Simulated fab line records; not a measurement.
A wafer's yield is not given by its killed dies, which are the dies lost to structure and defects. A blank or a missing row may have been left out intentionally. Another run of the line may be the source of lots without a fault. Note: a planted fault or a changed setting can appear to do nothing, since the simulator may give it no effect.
Matching of chambers :: flow n5Finfet :: rieDiel-05 running N5_MOL_CONTACT_COAG_ETCHBACK_132: 4 sister chambers
The step etches SiO2 in CHF3, target depth 10 nm, time 6.7 s. 20 wafers are shown with their chamber, then 10 later ones without.

WAFERS PAIRED WITH THEIR CHAMBERS
wafer: L075.3
chamber: 0
rfVppV (V): 515
drypumpMotorCurrentA (A): 5.2
showerheadPlenumPTorr (Torr): 2.33

wafer: L075.4
chamber: 3
rfVppV (V): 524
drypumpMotorCurrentA (A): 5.4
showerheadPlenumPTorr (Torr): 2.37

wafer: L075.6
chamber: 2
rfVppV (V): 528
drypumpMotorCurrentA (A): 5.6
showerheadPlenumPTorr (Torr): 2.42

wafer: L076.1
chamber: 1
rfVppV (V): 509
drypumpMotorCurrentA (A): 4.8
showerheadPlenumPTorr (Torr): 2.34

wafer: L076.3
chamber: 3
rfVppV (V): 525
drypumpMotorCurrentA (A): 5.4
showerheadPlenumPTorr (Torr): 2.37

wafer: L076.5
chamber: 0
rfVppV (V): 515
drypumpMotorCurrentA (A): 5.2
showerheadPlenumPTorr (Torr): 2.33

wafer: L077.1
chamber: 2
rfVppV (V): 527
drypumpMotorCurrentA (A): 5.6
showerheadPlenumPTorr (Torr): 2.42

wafer: L077.2
chamber: 1
rfVppV (V): 508
drypumpMotorCurrentA (A): 4.9
showerheadPlenumPTorr (Torr): 2.34

wafer: L077.3
chamber: 0
rfVppV (V): 514
drypumpMotorCurrentA (A): 5.3
showerheadPlenumPTorr (Torr): 2.33

wafer: L078.1
chamber: 0
rfVppV (V): 513
drypumpMotorCurrentA (A): 5.2
showerheadPlenumPTorr (Torr): 2.33

wafer: L078.5
chamber: 3
rfVppV (V): 525
drypumpMotorCurrentA (A): 5.4
showerheadPlenumPTorr (Torr): 2.37

wafer: L078.6
chamber: 0
rfVppV (V): 514
drypumpMotorCurrentA (A): 5.2
showerheadPlenumPTorr (Torr): 2.33

wafer: L082.2
chamber: 0
rfVppV (V): 514
drypumpMotorCurrentA (A): 5.3
showerheadPlenumPTorr (Torr): 2.33

wafer: L082.3
chamber: 2
rfVppV (V): 529
drypumpMotorCurrentA (A): 5.6
showerheadPlenumPTorr (Torr): 2.41

wafer: L082.6
chamber: 1
rfVppV (V): 510
drypumpMotorCurrentA (A): 4.8
showerheadPlenumPTorr (Torr): 2.33

wafer: L083.2
chamber: 3
rfVppV (V): 525
drypumpMotorCurrentA (A): 5.3
showerheadPlenumPTorr (Torr): 2.36

wafer: L083.5
chamber: 2
rfVppV (V): 528
drypumpMotorCurrentA (A): 5.6
showerheadPlenumPTorr (Torr): 2.41

wafer: L083.6
chamber: 3
rfVppV (V): 524
drypumpMotorCurrentA (A): 5.4
showerheadPlenumPTorr (Torr): 2.36

wafer: L087.1
chamber: 2
rfVppV (V): 528
drypumpMotorCurrentA (A): 5.6
showerheadPlenumPTorr (Torr): 2.40

wafer: L087.4
chamber: 0
rfVppV (V): 512
drypumpMotorCurrentA (A): 5.3
showerheadPlenumPTorr (Torr): 2.32

SIGNATURES, as means of the wafers listed above
reading: rfVppV
chamber 0: 513.86
chamber 1: 509.00
chamber 2: 528.00
chamber 3: 524.60
scatter within a chamber: 0.868

reading: drypumpMotorCurrentA
chamber 0: 5.243
chamber 1: 4.833
chamber 2: 5.600
chamber 3: 5.380
scatter within a chamber: 0.0446

reading: showerheadPlenumPTorr
chamber 0: 2.3286
chamber 1: 2.3367
chamber 2: 2.4120
chamber 3: 2.3660
scatter within a chamber: 0.00588
Rule: distance of a wafer from a chamber = root of the sum over the readings of ((wafer's reading minus chamber's mean) / reading's scatter) squared. If the next closest chamber is less than 2 further off than the closest, the wafer can't be placed; otherwise it belongs to the closest. The scatter: the root of (the sum of the squares of (reading less its chamber's mean) over the shown wafers, divided by (wafers less chambers)).

WAFERS WHOSE CHAMBER IS MISSING
wafer: L087.5
rfVppV (V): 508
drypumpMotorCurrentA (A): 4.8
showerheadPlenumPTorr (Torr): 2.33

wafer: L088.2
rfVppV (V): 509
drypumpMotorCurrentA (A): 4.8
showerheadPlenumPTorr (Torr): 2.33

wafer: L088.5
rfVppV (V): 512
drypumpMotorCurrentA (A): 5.3
showerheadPlenumPTorr (Torr): 2.32

wafer: L088.6
rfVppV (V): 527
drypumpMotorCurrentA (A): 5.6
showerheadPlenumPTorr (Torr): 2.40

wafer: L092.4
rfVppV (V): 508
drypumpMotorCurrentA (A): 4.9
showerheadPlenumPTorr (Torr): 2.33

wafer: L092.5
rfVppV (V): 528
drypumpMotorCurrentA (A): 5.6
showerheadPlenumPTorr (Torr): 2.40

wafer: L092.6
rfVppV (V): 513
drypumpMotorCurrentA (A): 5.2
showerheadPlenumPTorr (Torr): 2.32

wafer: L093.1
rfVppV (V): 509
drypumpMotorCurrentA (A): 4.9
showerheadPlenumPTorr (Torr): 2.32

wafer: L093.2
rfVppV (V): 512
drypumpMotorCurrentA (A): 5.3
showerheadPlenumPTorr (Torr): 2.32

wafer: L093.6
rfVppV (V): 508
drypumpMotorCurrentA (A): 4.9
showerheadPlenumPTorr (Torr): 2.32

WHICH CHAMBER EACH WENT THROUGH
wafer: L087.5
from the rows above: 1
in truth: 1

wafer: L088.2
from the rows above: 1
in truth: 1

wafer: L088.5
from the rows above: 0
in truth: 0

wafer: L088.6
from the rows above: 2
in truth: 2

wafer: L092.4
from the rows above: 1
in truth: 1

wafer: L092.5
from the rows above: 2
in truth: 2

wafer: L092.6
from the rows above: 0
in truth: 0

wafer: L093.1
from the rows above: 1
in truth: 1

wafer: L093.2
from the rows above: 0
in truth: 0

wafer: L093.6
from the rows above: 1
in truth: 1
Correct placement for 10 of the 10. Can't be placed from these rows: 0. Wrongly placed: 0.
